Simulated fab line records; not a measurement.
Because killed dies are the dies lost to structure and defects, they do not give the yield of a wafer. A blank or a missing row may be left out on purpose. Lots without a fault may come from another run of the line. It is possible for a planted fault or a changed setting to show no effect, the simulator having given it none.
The tool behind it: which one? :: flow n5 finfet :: 10 lots, 30 wafers sampled, at 6 steps of a route of 1938

WHAT THE GAUGES READ, wafer by wafer
The record holds no reading of a measuring or inspecting step that can be judged against a usual standard deviation.

EACH LOT AND THE TOOL THAT RAN IT (in order: tool; ch and the chambers of the sampled wafers; start)
lot: L913
N5_BEOL_M7_PECVD_70: pecvd-04 ch 0,1, day 9 17:33
N5_BEOL_M7_STRIP_80: rie diel-01 ch 0,2,3, day 10 00:05 or earlier
N5_BEOL_M7_CMP_52: cmp-01 ch 1,3, day 10 00:05
N5_BEOL_M8_ILD_DEP_00: pecvd-01 ch 0,1, day 10 00:34
N5_BEOL_M8_PECVD_70: pecvd-03 ch 0,2, day 10 01:11
N5_PASSIVATION_PROBE_49: -

lot: L915
N5_BEOL_M7_PECVD_70: pecvd-01 ch 0,1,2, day 9 19:32
N5_BEOL_M7_STRIP_80: rie diel-01 ch 0,2,3, day 10 03:41 or earlier
N5_BEOL_M7_CMP_52: cmp-04 ch 2,3, day 10 03:41
N5_BEOL_M8_ILD_DEP_00: pecvd-01 ch 0,1,2, day 10 04:10
N5_BEOL_M8_PECVD_70: pecvd-02 ch 0,2, day 10 04:48
N5_PASSIVATION_PROBE_49: -

lot: L918
N5_BEOL_M7_PECVD_70: pecvd-03 ch 0,2, day 10 06:39
N5_BEOL_M7_STRIP_80: rie diel-06 ch 1,2,3, day 10 13:25 or earlier
N5_BEOL_M7_CMP_52: cmp-02 ch 0,2,3, day 10 13:25
N5_BEOL_M8_ILD_DEP_00: pecvd-02 ch 0,2, day 10 13:50
N5_BEOL_M8_PECVD_70: pecvd-03 ch 1,2, day 10 14:26
N5_PASSIVATION_PROBE_49: -

lot: L925
N5_BEOL_M7_PECVD_70: pecvd-03 ch 0,2, day 12 14:50
N5_BEOL_M7_STRIP_80: rie diel-02 ch 1,2,3, day 12 21:05 or earlier
N5_BEOL_M7_CMP_52: cmp-01 ch 0,1,3, day 12 21:05
N5_BEOL_M8_ILD_DEP_00: pecvd-02 ch 0,1,2, day 12 21:32
N5_BEOL_M8_PECVD_70: pecvd-03 ch 0,1, day 12 22:09
N5_PASSIVATION_PROBE_49: -

lot: L926
N5_BEOL_M7_PECVD_70: pecvd-03 ch 0,1, day 12 19:53
N5_BEOL_M7_STRIP_80: rie diel-02 ch 0,1, day 13 02:55 or earlier
N5_BEOL_M7_CMP_52: cmp-01 ch 0,2, day 13 02:55
N5_BEOL_M8_ILD_DEP_00: pecvd-01 ch 0,1,2, day 13 03:24
N5_BEOL_M8_PECVD_70: pecvd-03 ch 0,1, day 13 04:01
N5_PASSIVATION_PROBE_49: prober-02, day 16 01:31

lot: L928
N5_BEOL_M7_PECVD_70: pecvd-04 ch 0,2, day 13 13:05
N5_BEOL_M7_STRIP_80: rie diel-02 ch 0,2, day 13 22:35 or earlier
N5_BEOL_M7_CMP_52: cmp-01 ch 1,2, day 13 22:35
N5_BEOL_M8_ILD_DEP_00: pecvd-01 ch 1,2, day 13 23:04
N5_BEOL_M8_PECVD_70: pecvd-03 ch 1, day 13 23:43
N5_PASSIVATION_PROBE_49: prober-02, day 17 07:04

lot: L931
N5_BEOL_M7_PECVD_70: pecvd-01 ch 0,1, day 14 06:06
N5_BEOL_M7_STRIP_80: rie diel-01 ch 0,1,2, day 14 11:27 or earlier
N5_BEOL_M7_CMP_52: cmp-04 ch 0,1,3, day 14 11:27
N5_BEOL_M8_ILD_DEP_00: pecvd-02 ch 0,2, day 14 11:54
N5_BEOL_M8_PECVD_70: pecvd-02 ch 1,2, day 14 12:31
N5_PASSIVATION_PROBE_49: prober-01, day 17 14:23

lot: L932
N5_BEOL_M7_PECVD_70: pecvd-01 ch 0,1, day 14 14:35
N5_BEOL_M7_STRIP_80: rie diel-02 ch 1,2,3, day 14 20:50 or earlier
N5_BEOL_M7_CMP_52: cmp-02 ch 0,3, day 14 20:50
N5_BEOL_M8_ILD_DEP_00: pecvd-01 ch 0,1, day 14 21:19
N5_BEOL_M8_PECVD_70: pecvd-01 ch 0,1, day 14 21:56
N5_PASSIVATION_PROBE_49: -

lot: L935
N5_BEOL_M7_PECVD_70: pecvd-01 ch 1, day 14 19:04
N5_BEOL_M7_STRIP_80: rie diel-01 ch 0,1,3, day 15 01:38 or earlier
N5_BEOL_M7_CMP_52: cmp-01 ch 0,1,3, day 15 01:38
N5_BEOL_M8_ILD_DEP_00: pecvd-02 ch 1,2, day 15 02:05
N5_BEOL_M8_PECVD_70: pecvd-02 ch 0,1, day 15 02:42
N5_PASSIVATION_PROBE_49: -

lot: L936
N5_BEOL_M7_PECVD_70: pecvd-04 ch 0,1,2, day 14 21:22
N5_BEOL_M7_STRIP_80: rie diel-01 ch 0,2,3, day 15 03:47 or earlier
N5_BEOL_M7_CMP_52: cmp-04 ch 0,1,2, day 15 03:47
N5_BEOL_M8_ILD_DEP_00: pecvd-03 ch 0,2, day 15 04:14
N5_BEOL_M8_PECVD_70: pecvd-01 ch 1,2, day 15 04:50
N5_PASSIVATION_PROBE_49: -
- N5_BEOL_M7_PECVD_70: deposits SiO2 from TEOS/O2, target thk 20 nm, time 22.7 s.
- N5_BEOL_M7_STRIP_80: strips in N2/H2, time 10 s.
- N5_BEOL_M7_CMP_52: polishes, stops on SiCOH lowk, t overpolish 6.9 s, target thk 80 nm.
- N5_BEOL_M8_ILD_DEP_00: deposits SiCOH lowk from DEMS/porogen, target thk 179.75 nm, time 33.4 s.
- N5_BEOL_M8_PECVD_70: deposits SiO2 from TEOS/O2, target thk 20 nm, time 22.7 s.
- N5_PASSIVATION_PROBE_49

AS READ BY THE TOOLS THEMSELVES (means over the sampled wafers that have a number; for cases with no such wafer, the mark the record gives instead)
N5_BEOL_M7_PECVD_70. Usual: heater power w 715 W, standard deviation 81; showerhead plenum p Torr 8.78 Torr, standard deviation 0.049; throttle valve pct 23.3 %, standard deviation 2.
lot: L913
tool: pecvd-04
heater power w (W): 678
showerhead plenum p Torr (Torr): 8.76
throttle valve pct (%): 23.0
flag: 

lot: L915
tool: pecvd-01
heater power w (W): 742
showerhead plenum p Torr (Torr): 8.76
throttle valve pct (%): 23.9
flag: 

lot: L918
tool: pecvd-03
heater power w (W): 719
showerhead plenum p Torr (Torr): 8.82
throttle valve pct (%): 21.2
flag: 

lot: L925
tool: pecvd-03
heater power w (W): 755
showerhead plenum p Torr (Torr): 8.80
throttle valve pct (%): 21.3
flag: 

lot: L926
tool: pecvd-03
heater power w (W): 687
showerhead plenum p Torr (Torr): 8.77
throttle valve pct (%): 23.8
flag: 

lot: L928
tool: pecvd-04
heater power w (W): 703
showerhead plenum p Torr (Torr): 8.79
throttle valve pct (%): 23.5
flag: 

lot: L931
tool: pecvd-01
heater power w (W): 836
showerhead plenum p Torr (Torr): 8.78
throttle valve pct (%): 24.1
flag: 

lot: L932
tool: pecvd-01
heater power w (W): 829
showerhead plenum p Torr (Torr): 8.79
throttle valve pct (%): 23.9
flag: 

lot: L935
tool: pecvd-01
heater power w (W): 784
showerhead plenum p Torr (Torr): 8.78
throttle valve pct (%): 22.6
flag: 

lot: L936
tool: pecvd-04
heater power w (W): 677
showerhead plenum p Torr (Torr): 8.79
throttle valve pct (%): 22.9
flag: 

N5_BEOL_M7_STRIP_80. Usual: drypump motor current A 5.8 A, standard deviation 0.42; oes product au 0.79 a.u., standard deviation 0.088; rf vpp V 59.1 V, standard deviation 0.82; showerhead plenum p Torr 2.50 Torr, standard deviation 0.067; temp c 40.00 C, standard deviation 0.11; throttle valve pct 23.6 %, standard deviation 0.37.
lot: L913
tool: rie diel-01
drypump motor current A (A): 6.1
oes product au (a.u.): 0.82
rf vpp V (V): 59.0
showerhead plenum p Torr (Torr): 2.48
temp c (C): 39.99
throttle valve pct (%): 23.5
flag: 

lot: L915
tool: rie diel-01
drypump motor current A (A): 6.1
oes product au (a.u.): 0.82
rf vpp V (V): 58.8
showerhead plenum p Torr (Torr): 2.48
temp c (C): 40.15
throttle valve pct (%): 23.5
flag: 

lot: L918
tool: rie diel-06
drypump motor current A (A): 5.7
oes product au (a.u.): 0.72
rf vpp V (V): 59.1
showerhead plenum p Torr (Torr): 2.55
temp c (C): 40.04
throttle valve pct (%): 23.7
flag: 

lot: L925
tool: rie diel-02
drypump motor current A (A): 6.0
oes product au (a.u.): 0.82
rf vpp V (V): 59.5
showerhead plenum p Torr (Torr): 2.55
temp c (C): 39.92
throttle valve pct (%): 23.9
flag: 

lot: L926
tool: rie diel-02
drypump motor current A (A): 5.3
oes product au (a.u.): 0.87
rf vpp V (V): 59.2
showerhead plenum p Torr (Torr): 2.47
temp c (C): 39.97
throttle valve pct (%): 23.8
flag: 

lot: L928
tool: rie diel-02
drypump motor current A (A): 5.3
oes product au (a.u.): 0.77
rf vpp V (V): 59.0
showerhead plenum p Torr (Torr): 2.50
temp c (C): 40.00
throttle valve pct (%): 23.7
flag: 

lot: L931
tool: rie diel-01
drypump motor current A (A): 5.9
oes product au (a.u.): 0.77
rf vpp V (V): 59.3
showerhead plenum p Torr (Torr): 2.46
temp c (C): 39.97
throttle valve pct (%): 23.5
flag: 

lot: L932
tool: rie diel-02
drypump motor current A (A): 6.0
oes product au (a.u.): 0.80
rf vpp V (V): 58.4
showerhead plenum p Torr (Torr): 2.55
temp c (C): 40.03
throttle valve pct (%): 24.0
flag: 

lot: L935
tool: rie diel-01
drypump motor current A (A): 6.0
oes product au (a.u.): 0.77
rf vpp V (V): 58.8
showerhead plenum p Torr (Torr): 2.42
temp c (C): 39.93
throttle valve pct (%): 23.3
flag: 

lot: L936
tool: rie diel-01
drypump motor current A (A): 6.1
oes product au (a.u.): 0.77
rf vpp V (V): 58.5
showerhead plenum p Torr (Torr): 2.47
temp c (C): 40.00
throttle valve pct (%): 23.6
flag: 

N5_BEOL_M7_CMP_52. Usual: barrier field endpoint s 28.6 s, standard deviation 0.71; edge zone pressure frac 1.000, standard deviation 0.0047; head pressure psi 0.9999 psi, standard deviation 0.0023; motor current A 6.1 A, standard deviation 0.53; slurry filter dp kPa 13.50 kPa, standard deviation 0.13.
lot: L913
tool: cmp-01
barrier field endpoint s (s): 28.9
edge zone pressure frac: 1.000
head pressure psi (psi): 0.9993
motor current A (A): 6.0
slurry filter dp kPa (kPa): 13.48
flag: 

lot: L915
tool: cmp-04
barrier field endpoint s (s): 29.3
edge zone pressure frac: 1.000
head pressure psi (psi): 0.9988
motor current A (A): 6.3
slurry filter dp kPa (kPa): 13.55
flag: 

lot: L918
tool: cmp-02
barrier field endpoint s (s): 29.2
edge zone pressure frac: 0.999
head pressure psi (psi): 0.9994
motor current A (A): 6.0
slurry filter dp kPa (kPa): 13.47
flag: 

lot: L925
tool: cmp-01
barrier field endpoint s (s): 31.0
edge zone pressure frac: 0.999
head pressure psi (psi): 0.9992
motor current A (A): 6.0
slurry filter dp kPa (kPa): 13.51
flag: OFF

lot: L926
tool: cmp-01
barrier field endpoint s (s): 32.7
edge zone pressure frac: 1.000
head pressure psi (psi): 0.9993
motor current A (A): 6.4
slurry filter dp kPa (kPa): 13.54
flag: OFF

lot: L928
tool: cmp-01
barrier field endpoint s (s): 28.4
edge zone pressure frac: 1.002
head pressure psi (psi): 0.9998
motor current A (A): 5.5
slurry filter dp kPa (kPa): 13.38
flag: 

lot: L931
tool: cmp-04
barrier field endpoint s (s): 29.0
edge zone pressure frac: 0.995
head pressure psi (psi): 1.0003
motor current A (A): 6.3
slurry filter dp kPa (kPa): 13.49
flag: 

lot: L932
tool: cmp-02
barrier field endpoint s (s): 28.4
edge zone pressure frac: 0.996
head pressure psi (psi): 0.9984
motor current A (A): 5.8
slurry filter dp kPa (kPa): 13.49
flag: 

lot: L935
tool: cmp-01
barrier field endpoint s (s): 29.3
edge zone pressure frac: 0.999
head pressure psi (psi): 0.9999
motor current A (A): 6.0
slurry filter dp kPa (kPa): 13.52
flag: 

lot: L936
tool: cmp-04
barrier field endpoint s (s): 27.9
edge zone pressure frac: 1.000
head pressure psi (psi): 1.0011
motor current A (A): 5.9
slurry filter dp kPa (kPa): 13.30
flag: 

N5_BEOL_M8_ILD_DEP_00. Usual: heater power w 299 W, standard deviation 46; showerhead plenum p Torr 5.739 Torr, standard deviation 0.015; throttle valve pct 14.1 %, standard deviation 1.
lot: L913
tool: pecvd-01
heater power w (W): 370
showerhead plenum p Torr (Torr): 5.743
throttle valve pct (%): 15.8
flag: 

lot: L915
tool: pecvd-01
heater power w (W): 314
showerhead plenum p Torr (Torr): 5.743
throttle valve pct (%): 14.8
flag: 

lot: L918
tool: pecvd-02
heater power w (W): 273
showerhead plenum p Torr (Torr): 5.735
throttle valve pct (%): 13.6
flag: 

lot: L925
tool: pecvd-02
heater power w (W): 299
showerhead plenum p Torr (Torr): 5.740
throttle valve pct (%): 13.4
flag: 

lot: L926
tool: pecvd-01
heater power w (W): 321
showerhead plenum p Torr (Torr): 5.734
throttle valve pct (%): 14.9
flag: 

lot: L928
tool: pecvd-01
heater power w (W): 309
showerhead plenum p Torr (Torr): 5.733
throttle valve pct (%): 14.0
flag: 

lot: L931
tool: pecvd-02
heater power w (W): 315
showerhead plenum p Torr (Torr): 5.748
throttle valve pct (%): 13.7
flag: 

lot: L932
tool: pecvd-01
heater power w (W): 353
showerhead plenum p Torr (Torr): 5.744
throttle valve pct (%): 15.7
flag: 

lot: L935
tool: pecvd-02
heater power w (W): 269
showerhead plenum p Torr (Torr): 5.725
throttle valve pct (%): 13.4
flag: 

lot: L936
tool: pecvd-03
heater power w (W): 330
showerhead plenum p Torr (Torr): 5.741
throttle valve pct (%): 13.9
flag: 

N5_BEOL_M8_PECVD_70. Usual: heater power w 700 W, standard deviation 92; showerhead plenum p Torr 8.78 Torr, standard deviation 0.07; throttle valve pct 22.8 %, standard deviation 1.8.
lot: L913
tool: pecvd-03
heater power w (W): 747
showerhead plenum p Torr (Torr): 8.79
throttle valve pct (%): 22.5
flag: 

lot: L915
tool: pecvd-02
heater power w (W): 620
showerhead plenum p Torr (Torr): 8.80
throttle valve pct (%): 21.8
flag: 

lot: L918
tool: pecvd-03
heater power w (W): 684
showerhead plenum p Torr (Torr): 8.78
throttle valve pct (%): 22.9
flag: 

lot: L925
tool: pecvd-03
heater power w (W): 720
showerhead plenum p Torr (Torr): 8.77
throttle valve pct (%): 23.8
flag: 

lot: L926
tool: pecvd-03
heater power w (W): 631
showerhead plenum p Torr (Torr): 8.78
throttle valve pct (%): 24.0
flag: 

lot: L928
tool: pecvd-03
heater power w (W): 544
showerhead plenum p Torr (Torr): 8.78
throttle valve pct (%): 24.2
flag: 

lot: L931
tool: pecvd-02
heater power w (W): 648
showerhead plenum p Torr (Torr): 8.71
throttle valve pct (%): 21.8
flag: 

lot: L932
tool: pecvd-01
heater power w (W): 769
showerhead plenum p Torr (Torr): 8.80
throttle valve pct (%): 24.0
flag: 

lot: L935
tool: pecvd-02
heater power w (W): 732
showerhead plenum p Torr (Torr): 8.83
throttle valve pct (%): 22.5
flag: 

lot: L936
tool: pecvd-01
heater power w (W): 765
showerhead plenum p Torr (Torr): 8.75
throttle valve pct (%): 22.6
flag: 

N5_PASSIVATION_PROBE_49. Usual: defect limited yield 91.2 %, standard deviation 1.5; killed_at_M0_to_M3 34, standard deviation 11; killed_at_M4_up 14, standard deviation 5.4; killed at contacts 12, standard deviation 5.9; killed at front end 40, standard deviation 12; killed at other 4, standard deviation 3.3; killed dies 103, standard deviation 18; killed open 68, standard deviation 13; killed short 34, standard deviation 7.5; sort_bin_5_function 5.1 %, standard deviation 1; sort_bin_6_memory 3.3 %, standard deviation 0.7; sort n pass 1076, standard deviation 18; sort yield pct 91.2 %, standard deviation 1.5.
lot: L926
tool: prober-02
defect limited yield (%): 90.5
killed_at_M0_to_M3: 40
killed_at_M4_up: 17
killed at contacts: 17
killed at front end: 30
killed at other: 8
killed dies: 112
killed open: 81
killed short: 31
sort_bin_5_function (%): 6.2
sort_bin_6_memory (%): 3.1
sort n pass: 1068
sort yield pct (%): 90.5
flag: 

lot: L928
tool: prober-02
defect limited yield (%): 91.2
killed_at_M0_to_M3: 29
killed_at_M4_up: 13
killed at contacts: 8
killed at front end: 50
killed at other: 4
killed dies: 103
killed open: 71
killed short: 31
sort_bin_5_function (%): 5.7
sort_bin_6_memory (%): 3.0
sort n pass: 1077
sort yield pct (%): 91.2
flag: 

lot: L931
tool: prober-01
defect limited yield (%): 92.1
killed_at_M0_to_M3: 32
killed_at_M4_up: 9
killed at contacts: 8
killed at front end: 41
killed at other: 3
killed dies: 93
killed open: 50
killed short: 43
sort_bin_5_function (%): 4.8
sort_bin_6_memory (%): 2.8
sort n pass: 1087
sort yield pct (%): 92.1
flag: 

THE ANSWER, worked out from the rows above alone
Rule: a lot counts as off when the mean over its wafers that have a number is more than 3 standard deviations away from the usual mean. Also off: a lot with no number at a reading for which 4 or more lots have one. Where the step has rows for the other lots, those lots are counted as sound. After the gauges, taken in route order, come the tools' own readings; for these a lot's mean is taken, as printed above. The first step at which some lot is off is used, and at that step the reading that is off furthest; a lot without a number counts as furthest.
Off at N5_BEOL_M7_CMP_52 (barrier field endpoint s): L925, L926.
A tool fits if, at that step or a process step before it, it ran every lot that is off, and no sound lot after the first of them. N5_BEOL_M7_STRIP_80 gives no start for some lots, so the hours and the order of its lots are those of N5_BEOL_M7_CMP_52. One candidate fits, namely pecvd-03 at N5_BEOL_M7_PECVD_70. Its last sound lot is L918 (day 10 06:39), its first lot that is off L925 (day 12 14:50): a fault that began between those two fits.

WHAT THE SIMULATOR HAD INSERTED
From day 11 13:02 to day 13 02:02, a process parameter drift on pecvd-03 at N5_BEOL_M7_PECVD_70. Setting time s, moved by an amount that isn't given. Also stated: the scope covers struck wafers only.
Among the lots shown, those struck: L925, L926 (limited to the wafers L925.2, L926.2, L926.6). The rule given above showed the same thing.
